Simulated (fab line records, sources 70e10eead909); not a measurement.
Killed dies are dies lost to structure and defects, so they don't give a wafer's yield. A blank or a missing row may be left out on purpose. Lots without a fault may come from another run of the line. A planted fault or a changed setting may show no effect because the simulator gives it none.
fab line records | flow nand_harc | part 2 of 2: steps 27 to 37 of 37
record lots=5 wafers=15 last_day=33
route steps=1302 shown A_SLIT@946 A_SIN_REMOVE@947 A_WL_FILL@952 A_CONTACT@983
lots that met no fault: from a run of the same line without faults
start_h: hours from the record's first day to the start of the lot's first wafer shown | wait_h: hours since the lot's step before | " the same as in the row above | L1.1+2: a row that stands for several wafers | - no value, or no start given | * or withheld: withheld | < > ~ a bound
route shown NAME@n: a module of which the file shows steps, and the number in the route of the first | usual: mean/standard deviation of fault-free wafers | same: alike in all rows | chamber/n: place in a boat | sites: the reading at each site | _std_site: their standard deviation | _edge_site: outer sites' mean less inner sites' | radius_mm: how far each site lies from the wafer's centre | mask NAME#n: copy n | behind: the tool/chamber that last shaped the wafer | hold: why the lot was held/for how many hours/how that ended | device: the transistor (n, p or np) that didn't switch | end of line: the same wafers' tests at the end of the route | a step without rows: its recipe alone | killed: dies lost to structure and defects at the first sort, not the wafer's yield | map: a wafer's dies, x killed, . not, _ none there
set.NAME: the setting as run; set.NAME@STEP: as run at that earlier step | model.NAME: the simulator's own value behind a step, which no gauge read
lots at some steps of the route; a table a step, a row a wafer
services: from which hour (start_h, from the record's first day; less than 0 if before it) a tool's chamber was out of use, for how many hours, and why
## steps
# step NHARC_A_WL_FILL_ALD_19
# recipe target_thk_a=20 pulse_time_s=3 ald_cycles=100 temp_c=450 material=TiN
# usual heater_power_outer_w=660/77 heater_power_w=1074/130 precursor_pulse_height_rel=0.999/0.02
# columns lot.wafer tool chamber start_h wait_h heater_power_outer_w heater_power_w precursor_pulse_height_rel
L078.1 ald_metal-03 3 531.80 0.1 583 915 0.999
L078.3 " 0 " " 648 1075 0.974
L078.4 " 1 " " 672 1137 1.003
L083.3 ald_metal-04 0 575.49 0.1 677 1126 1.028
L083.4 " 1 " " 620 1026 1.010
L083.5 " 2 " " 596 974 0.983
L092.2 ald_metal-04 0 663.38 0.1 670 1084 0.986
L092.3 " 1 " " 625 993 1.011
L092.5 " 0 " " 673 1051 1.028
L094.3 ald_metal-04 1 669.75 0.1 617 1006 0.985
L094.4 " 3 " " 641 1020 0.964
L094.5 " 0 " " 677 1087 1.004
L097.2 ald_metal-04 2 706.89 0.1 585 965 1.014
L097.4 " 2 " " 576 974 0.967
L097.5 " 3 " " 646 1029 0.994
# step NHARC_A_WL_FILL_CVD_20
# recipe target_thk_a=1000 temp_c=400 pressure_torr=40 wf6_flow_sccm=40 h2_flow_sccm=1600 ar_flow_sccm=1560 time_s=74 material=W
# usual heater_power_outer_w=549/51 heater_power_w=884/100 throttle_valve_pct=8.21/0.23
# columns lot.wafer tool chamber start_h wait_h heater_power_outer_w heater_power_w throttle_valve_pct
L078.1 cvd_w-02 0 - - 489 754 8.09
L078.3 " 0 " " 501 759 8.06
L078.4 " 1 " " 619 993 8.42
L083.3 cvd_w-01 1 - - 525 852 8.37
L083.4 " 0 " " 563 942 7.81
L083.5 " 0 " " 568 938 7.48
L092.2 cvd_w-02 1 - - 593 979 8.39
L092.3 " 0 " " 477 742 8.21
L092.5 " 0 " " 502 768 8.22
L094.4 cvd_w-01 0 - - 568 959 7.99
L094.3 " 1 " " 524 855 8.69
L094.5 " 0 " " 571 948 7.98
L097.2 cvd_w-01 1 - - 529 873 8.46
L097.4 " 0 " " 567 958 8.06
L097.5 " 0 " " 577 959 8.00
# step NHARC_A_WL_FILL_CMP_12
# recipe t_overpolish_s=30 target_thk_nm=100
# usual motor_current_A=11.7/0.98 overpolish_run_s=30.002/0.0096 time_to_endpoint_s=19.9/2
# columns lot.wafer tool chamber start_h wait_h motor_current_A overpolish_run_s time_to_endpoint_s
L078.4 cmp-04 1 532.18 0.1 11.0 30.007 20.6
L078.1 " 2 " " 10.5 30.001 21.9
L078.3 " 3 " " 12.2 29.995 17.8
L083.3 cmp-03 2 575.88 0.2 11.3 29.993 22.6
L083.4 " 0 " " 11.6 29.996 21.0
L083.5 " 2 " " 11.1 29.997 23.5
L092.3 cmp-03 3 663.74 0.1 12.1 30.000 21.8
L092.2 " 0 " " 12.7 30.007 22.9
L092.5 " 0 " " 12.0 30.009 20.0
L094.3 cmp-02 3 670.16 0.1 12.6 29.990 17.6
L094.4 " 0 " " 11.7 29.980 18.5
L094.5 " 2 " " 11.3 30.004 18.4
L097.4 cmp-04 1 707.36 0.2 11.0 29.995 23.0
L097.2 " 3 " " 12.2 30.009 20.1
L097.5 " 0 " " 10.1 30.004 20.8
# step NHARC_A_WL_FILL_SRD_31
# columns lot.wafer tool chamber start_h wait_h
L078.1+4+3 wet_bench-01 1,4,5 532.48 0.0
L083.5+4+3 wet_bench-01 3,4,6 576.18 0.0
L092.2+3+5 wet_bench-07 0,2,4 664.07 0.0
L094.5+4+3 wet_bench-02 7,0,2 670.43 0.0
L097.5+2+4 wet_bench-02 7,2,4 707.65 0.0
# step NHARC_A_WL_FILL_INSPECT_15
# usual raw_defect_count=496/130
# columns lot.wafer tool chamber start_h wait_h raw_defect_count
L078.1 defect_inspect-01 - 532.62 0.0 327
L078.3 " - " " 372
L078.4 " - " " 399
L083.3 defect_inspect-01 - 576.32 0.0 453
L083.4 " - " " 486
L083.5 " - " " 477
L092.2 defect_inspect-01 - 664.21 0.0 473
L092.3 " - " " 581
L092.5 " - " " 505
L094.3 defect_inspect-02 - 670.60 0.0 581
L094.4 " - " " 526
L094.5 " - " " 856
L097.2 defect_inspect-02 - 707.82 0.0 366
L097.4 " - " " 422
L097.5 " - " " 434
# step NHARC_A_CONTACT_DEP_24
# recipe target_thk_a=5000 temp_c=400 pressure_torr=6.5 rf_w=900 teos_flow_sccm=161.4 flow_sccm=2650 target_thk_nm=500 gas=O2 material=SiO2
# usual heater_power_outer_w=317/72 heater_power_w=556/87 throttle_valve_pct=16.1/0.51
# columns lot.wafer tool chamber start_h wait_h heater_power_outer_w heater_power_w throttle_valve_pct
L078.1 pecvd-03 0 532.69 0.1 408 553 16.6
L078.3 " 2 " " 239 521 16.1
L078.4 " 0 " " 415 574 16.6
L083.3 pecvd-03 1 576.51 0.2 399 674 16.1
L083.5 " 2 " " 335 661 16.1
L083.4 " 0 " " 379 521 16.8
L092.2 pecvd-03 2 664.28 0.1 356 681 16.1
L092.3 " 1 " " 393 662 16.4
L092.5 " 2 " " 236 526 16.2
L094.3 pecvd-02 0 670.79 0.2 200 437 16.1
L094.4 " 2 " " 363 603 15.9
L094.5 " 0 " " 223 462 15.6
L097.2 pecvd-03 0 707.89 0.1 336 458 17.0
L097.5 " 0 " " 351 500 16.7
L097.4 " 2 " " 367 676 16.2
# step NHARC_A_CONTACT_DEP_28
# recipe target_thk_a=70000 temp_c=400 material=aC
# usual throttle_valve_pct=35.001/0.0095
# columns lot.wafer tool chamber start_h wait_h throttle_valve_pct
L078.1 acl_dep-03 0 533.30 0.1 35.003
L078.3 " 0 534.70 1.5 34.999
L078.4 " 0 " " 35.008
L083.3 acl_dep-03 0 578.42 1.5 35.015
L083.4 " 0 " " 35.006
L083.5 " 0 " " 35.019
L092.2 acl_dep-01 0 666.86 2.0 35.021
L092.3 " 0 " " 35.003
L092.5 " 0 669.00 4.2 34.988
L094.3 acl_dep-01 0 676.21 5.0 34.999
L094.4 " 0 " " 34.991
L094.5 " 0 " " 34.999
L097.2 acl_dep-01 0 709.21 0.8 35.014
L097.4 " 0 710.63 2.2 35.006
L097.5 " 0 " " 34.995
# step NHARC_A_CONTACT_DEP_29
# recipe target_thk_a=1000 target_thk_nm=100 temp_c=400 pressure_torr=3.5 flow_sccm=200 rf_w=350 material=SiON
# usual heater_power_outer_w=462/71 heater_power_w=752/89
# columns lot.wafer tool chamber start_h wait_h heater_power_outer_w heater_power_w
L078.3 pecvd-02 2 537.54 2.1 475 779
L078.1 " 1 " " 386 679
L078.4 " 0 " " 429 765
L083.3 pecvd-02 1 581.38 2.2 365 640
L083.5 " 2 " " 531 844
L083.4 " 1 " " 369 649
L092.3 pecvd-03 2 670.45 2.2 472 868
L092.2 " 1 " " 541 833
L092.5 " 0 " " 433 600
L094.3 pecvd-03 1 679.09 2.2 582 914
L094.5 " 0 " " 496 645
L094.4 " 1 " " 572 914
L097.2 pecvd-03 0 712.87 3.0 543 747
L097.4 " 2 " " 457 813
L097.5 " 1 " " 485 761
# step NHARC_A_CONTACT_DEHYDRATE_32
# recipe temp_c=150 time_s=120
# columns lot.wafer tool chamber start_h wait_h
L078.1+3+4 litho_track-01 0 537.81 0.2
L083.3+4+5 litho_track-01 0 581.59 0.2
L092.2+3+5 litho_track-06 0 670.72 0.2
L094.3+4+5 litho_track-01 0 679.30 0.2
L097.2+4+5 litho_track-06 0 713.11 0.2
# step NHARC_A_CONTACT_HMDS_33
# recipe time_s=30
# columns lot.wafer tool chamber start_h wait_h
L078.1+3+4 litho_track-01 0 - -
L083.3+4+5 litho_track-01 0 - -
L092.2+3+5 litho_track-06 0 - -
L094.3+4+5 litho_track-01 0 - -
L097.2+4+5 litho_track-06 0 - -
# step NHARC_A_CONTACT_COAT_34
# recipe temp_c=260 time_s=75
# columns lot.wafer tool chamber start_h wait_h
L078.1+3+4 litho_track-01 0 - -
L083.3+4+5 litho_track-01 0 - -
L092.2+3+5 litho_track-06 0 - -
L094.3+4+5 litho_track-01 0 - -
L097.2+4+5 litho_track-06 0 - -
## services
# columns tool chamber start_h hours kind
ald_hk-01 - 492.65 1.1 repair
rie_diel-02 0 497.98 15.8 repair
rie_metal-02 0 504.87 4.3 repair
litho_track-01 - 505.00 7.0 pm
wet_bench-07 - 512.00 8.0 pm
wet_h3po4-01 - 515.58 8.0 pm
rie_metal-03 - 519.00 9.0 pm
ald_metal-04 1 520.20 4.3 repair
rie_metal-01 - 524.58 0.4 repair
rie_metal-02 0 526.95 11.6 repair
litho_track-06 - 529.00 7.0 pm
rie_metal-02 0 546.86 9.8 repair
pecvd-03 - 547.00 13.0 pm
rie_metal-02 0 582.52 21.5 repair
wet_bench-02 - 596.00 8.0 pm
pecvd-03 - 598.92 0.6 repair
wet_bench-01 - 629.60 8.0 pm
rie_metal-02 - 631.00 9.0 pm
cvd_w-02 - 631.42 13.0 pm
ald_hk-01 - 656.45 10.0 pm
litho_track-01 - 680.00 7.0 pm
wet_bench-07 - 688.00 8.0 pm
cvd_w-02 - 688.98 0.6 repair
litho_track-06 - 704.00 7.0 pm
